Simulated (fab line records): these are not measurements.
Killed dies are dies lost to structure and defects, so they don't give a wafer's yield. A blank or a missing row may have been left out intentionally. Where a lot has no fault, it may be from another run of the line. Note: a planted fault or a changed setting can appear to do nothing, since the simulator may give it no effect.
Matching of chambers ; flow nandHarc ; pecvd-01 running NHARC_A_STAIRCASE_DEP_325: 3 sister chambers
The step deposits SiO2, target thk 7200 nm. 3 wafers are shown with their chamber, then 9 later ones without.

EACH WAFER AND ITS CHAMBER
wafer;chamber;heaterPowerW (W)
L083.4;2;603
L088.3;0;757
L088.4;1;480

WAFERS WITHOUT THEIR CHAMBER
wafer;heaterPowerW (W)
L091.1;753
L091.3;752
L091.5;607
L093.2;593
L093.4;490
L093.5;665
L097.1;609
L097.2;722
L097.5;664

EACH ONE'S CHAMBER
wafer;from the rows above;in truth
L091.1;0;0
L091.3;0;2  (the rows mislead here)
L091.5;2;2
L093.2;2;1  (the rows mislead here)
L093.4;1;1
L093.5;can't be placed: 2 or 0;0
L097.1;2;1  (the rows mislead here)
L097.2;0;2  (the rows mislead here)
L097.5;can't be placed: 2 or 0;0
Correctly placed: 3 of 9. These rows do not allow placing 2 (true chamber among the candidates in 2). Placed wrongly: 4.
How it was worked out, from the rows above alone: a wafer's distance from a chamber is the root of the sum, over the readings, of the square of ((its reading less the chamber's mean) divided by the reading's scatter). The wafer belongs to the nearest chamber; if the next one is less than 2 further off, it can't be placed. For every chamber, the mean is computed from those of its wafers that are shown. The scatter: with one shown wafer a chamber, the root of the mean of the squares of how far each hidden wafer lies from its nearest shown one.
